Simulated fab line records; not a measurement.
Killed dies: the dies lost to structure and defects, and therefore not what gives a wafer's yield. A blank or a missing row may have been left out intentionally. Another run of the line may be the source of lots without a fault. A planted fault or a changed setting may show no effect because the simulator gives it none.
Problem report, 8D (eight disciplines) form, completed by code / flow n5Finfet / the parts of the form that need people (team, actions taken, sign-off) are left out

1. WHAT WENT WRONG
Wafers without a fault read 4, standard deviation 3; killedAtOther at N5_PASSIVATION_PROBE_49 reads a mean of 71 on 6 wafers belonging to 2 lots. That puts it +22 standard deviations away from the usual mean.
Earliest sighting: wafer L555.1 on prober-02 at day 13 22:04. Wafers with a number at this step in the record: 6, from 2 lots. By rule, "out" or "out of limits" means more than 4 standard deviations away from the usual mean. The other wafers with a number count as sound.

2. WHAT THIS IS AND IS NOT
question=which readings at this step; is=killedAtOther; is not=killedAtFrontEnd, killedShort, sort_bin_6_memory
question=which lots; is=L555, L557; is not=-
question=which wafers of those lots; is=all that have a number; is not=-
question=read on which tools; is=prober-02; is not=-
question=when; is=from day 13 22:04; is not=up to then (0 sound wafers)

3. WHAT RULES OUT EACH SUSPECT
Counting: a tool stays on the suspect list if, at a process step up to the reading, it processed all lots that are out and no sound lot following the first of them.
- pvdSputter-03 at N5_PASSIVATION_SPUTTER_20 (material TaN, target thk 50 nm): kept. It ran every lot that is out, first L555 (day 13 15:46), and no sound lot after that.
- prober-02 at N5_PASSIVATION_PROBE_49: kept. It ran every lot that is out, first L555 (day 13 22:04), and no sound lot after that. Its own killedAtOther readings are out on those wafers.
What counting leaves: pvdSputter-03 at N5_PASSIVATION_SPUTTER_20 and prober-02 at N5_PASSIVATION_PROBE_49.

4. THE CAUSE (what the simulator had put in)
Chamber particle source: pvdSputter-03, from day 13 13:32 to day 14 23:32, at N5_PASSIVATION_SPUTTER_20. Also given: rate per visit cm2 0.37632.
2 suspects survive the count, and this tool is in that group.

5. THE EFFECT CHAIN, in route order
One row per reading whose mean, taken over the struck wafers that have a number, lies over 3 standard deviations from the usual. Only readings whose record carries a usual standard deviation are examined. hours: median over the lots of the time between each lot's start at the first step of this table that gives one and its start at this step. sigmas: the change, counted in usual standard deviations.
hours=0; step=N5_PASSIVATION_PROBE_49; reading=defectLimitedYield; usual=91.7 %; on struck wafers=87.0; change=-4.7; sigmas=-3.1
hours=0; step=N5_PASSIVATION_PROBE_49; reading=killedAtOther; usual=4; on struck wafers=71; change=+67; sigmas=+22
hours=0; step=N5_PASSIVATION_PROBE_49; reading=killedDies; usual=97; on struck wafers=153; change=+56; sigmas=+3.3
hours=0; step=N5_PASSIVATION_PROBE_49; reading=sort_bin_5_function; usual=4.8 %; on struck wafers=8.4; change=+3.6; sigmas=+3.9
hours=0; step=N5_PASSIVATION_PROBE_49; reading=sortNPass; usual=1083; on struck wafers=1027; change=-56; sigmas=-3.3
hours=0; step=N5_PASSIVATION_PROBE_49; reading=sortYieldPct; usual=91.7 %; on struck wafers=87.0; change=-4.7; sigmas=-3.1
Its process steps:
- N5_PASSIVATION_PROBE_49

6. WHAT WOULD HAVE CAUGHT IT SOONER
First out-of-limits reading in this record: day 13 22:04, which is 9 hours after fault onset at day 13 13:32.
No tool reading at N5_PASSIVATION_SPUTTER_20 that has a usual standard deviation in the record was out on any struck wafer, so an alarm limit of 4 standard deviations on those readings would not have fired.
Lots out: 2; of these, L557 started N5_PASSIVATION_SPUTTER_20 on pvdSputter-03 after day 13 22:04. A tool hold placed at that time would have kept it from harm.
